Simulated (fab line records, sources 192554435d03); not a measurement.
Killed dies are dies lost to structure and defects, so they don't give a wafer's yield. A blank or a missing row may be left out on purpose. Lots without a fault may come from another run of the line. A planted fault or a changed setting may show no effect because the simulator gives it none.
Split-lot experiment | flow n5_finfet | 7 lots, 21 wafers read, on a route of 1938 steps

THE SPLIT
At N5_BEOL_M12_ETCH_68 (etches SOC in N2/H2, time 285 s), the setting time_s was moved away from the recipe's 285 s on 8 of the 21 wafers read, by -7.3% to +22.3%. The other wafers ran this setting at the recipe's value.

The reading is taken at the split's own step.

THE READING
SiARC_of_BEOL_M12_COAT_66.thk_nm (the simulator's own value, which no gauge read), in nm, at N5_BEOL_M12_ETCH_68 (etches SOC in N2/H2, time 285 s). The file gives no usual value for it. The 13 wafers here that ran the recipe average 86.0 nm, standard deviation 0.52 nm.

wafer  | tool, chamber at the split | time_s as run, s | against the recipe | SiARC_of_BEOL_M12_COAT_66.thk_nm, nm | against lot-mates on the recipe
L074.1 | rie_diel-02, 0,1           | 285              | recipe             | 86                                   | -
L074.4 | rie_diel-02, 0,1           | 285              | recipe             | 86                                   | -
L074.6 | rie_diel-02, 0             | 285              | recipe             | 86.4                                 | -
L080.1 | rie_diel-04, 3             | 348.5            | +22.3%             | 79.8                                 | -5.4
L080.2 | rie_diel-04, 1             | 285              | recipe             | 85.2                                 | -
L080.3 | rie_diel-04, 2             | 348.5            | +22.3%             | 80.4                                 | -4.8
L079.1 | rie_diel-02, 3             | 285              | recipe             | 86                                   | -
L079.2 | rie_diel-02, 2             | 319              | +11.9%             | 82.2                                 | -3.8
L079.3 | rie_diel-02, 0             | 319              | +11.9%             | 83.8                                 | -2.2
L082.2 | rie_diel-06, 3             | 285              | recipe             | 85.4                                 | -
L082.3 | rie_diel-06, 1             | 285              | recipe             | 86.2                                 | -
L082.5 | rie_diel-06, 3             | 285              | recipe             | 85.8                                 | -
L085.1 | rie_diel-06, 2             | 303.2            | +6.4%              | 84.6                                 | -2.6
L085.3 | rie_diel-06, 1             | 285              | recipe             | 87.2                                 | -
L085.4 | rie_diel-06, 0             | 303.2            | +6.4%              | 85                                   | -2.2
L086.1 | rie_diel-06, 2             | 285              | recipe             | 86                                   | -
L086.5 | rie_diel-06, 1             | 264.1            | -7.3%              | 89.2                                 | +2.8
L086.6 | rie_diel-06, 0             | 285              | recipe             | 86.8                                 | -
L089.4 | rie_diel-04, 3             | 347.5            | +21.9%             | 80.6                                 | -5.2
L089.5 | rie_diel-04, 0             | 285              | recipe             | 86                                   | -
L089.6 | rie_diel-04, 3             | 285              | recipe             | 85.6                                 | -
Where a row lists several chambers, the file gives one row for several wafers and doesn't say which wafer went through which chamber.

THE FIT
A straight line over all 21 wafers: SiARC_of_BEOL_M12_COAT_66.thk_nm changes by -0.269 nm for each +1% of time_s; r = -0.97; the points scatter about the line by 0.59 nm.
The same after taking each lot's own level away (the mean of its wafers on the recipe; 21 wafers): -0.245 nm for each +1%; r = -0.97; scatter 0.52 nm.
On that fit, the largest move of time_s shifts the reading by 5.5 nm.
The lots' own levels span 85.20 to 87.20 nm, that is 3.9 times the standard deviation above.
So the lot-to-lot level changes the slope little: the two slopes agree.
Check: with one of the wafers moved furthest among these (+22.3%) left out of the fit, the line predicts -5.48 nm for it against its lot-mates. It came out at -5.4 nm against them.

OTHER SPLITS ON THESE WAFERS
These wafers also went through other splits before the reading. Each is held against what the fit with the lots' levels taken away leaves over:
other split on the same wafers | wafers away from the commonest value | r with SiARC_of_BEOL_M12_COAT_66.thk_nm (lot level and that fit taken away)
N5_BEOL_M10_COAT_60 spin_rpm   | 6                                    | +0.21
N5_BEOL_M11_COAT_63 spin_rpm   | 10                                   | -0.06
N5_BEOL_M11_PEB_26 peb_time_s  | 4                                    | +0.15

THE FILE'S OWN FIT
SiARC_of_BEOL_M12_COAT_66.thk_nm changes by -0.247 nm for each +1% of time_s, r = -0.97.
